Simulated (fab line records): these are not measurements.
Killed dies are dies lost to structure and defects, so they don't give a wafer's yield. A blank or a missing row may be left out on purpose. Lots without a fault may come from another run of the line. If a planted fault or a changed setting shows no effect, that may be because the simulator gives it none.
Chamber matching + flow n5 finfet + ald sin-04 running N5_SPACER0_ALD_00: 4 sister chambers
The step deposits SiOCN, target thk 3.5 nm, pulse time 3 s, purge time 2 s. 4 wafers are shown with their chamber, then 7 later ones without.

WAFERS PAIRED WITH THEIR CHAMBERS
| wafer  | chamber | heater power w (W) |
|--------|---------|--------------------|
| L806.3 | 1       | 935                |
| L806.4 | 3       | 697                |
| L807.1 | 0       | 832                |
| L807.5 | 2       | 860                |

WAFERS WITH NO CHAMBER GIVEN
| wafer  | heater power w (W) |
|--------|--------------------|
| L807.6 | 701                |
| L811.1 | 937                |
| L811.5 | 855                |
| L811.6 | 906                |
| L819.2 | 951                |
| L819.3 | 674                |
| L819.4 | 828                |

EACH ONE'S CHAMBER
| wafer  | from the rows above     | in truth |
|--------|-------------------------|----------|
| L807.6 | 3                       | 3        |
| L811.1 | 1                       | 1        |
| L811.5 | can't be placed: 2 or 0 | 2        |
| L811.6 | can't be placed: 1 or 2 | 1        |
| L819.2 | 1                       | 1        |
| L819.3 | 3                       | 3        |
| L819.4 | can't be placed: 0 or 2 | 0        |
Correct placement for 4 of the 7. From these rows, 3 cannot be placed; in 3 the true chamber is one of the candidates. Number placed wrongly: 0.
How it was worked out, from the rows above alone: a wafer's distance from a chamber is the root of the sum, over the readings, of the square of ((its reading less the chamber's mean) divided by the reading's scatter). The wafer belongs to the nearest chamber; if the next one is less than 2 further off, it can't be placed. Each chamber's mean is taken over the wafers shown for it. The scatter: root of mean squared gap, hidden wafer to nearest shown wafer, with one shown wafer a chamber.
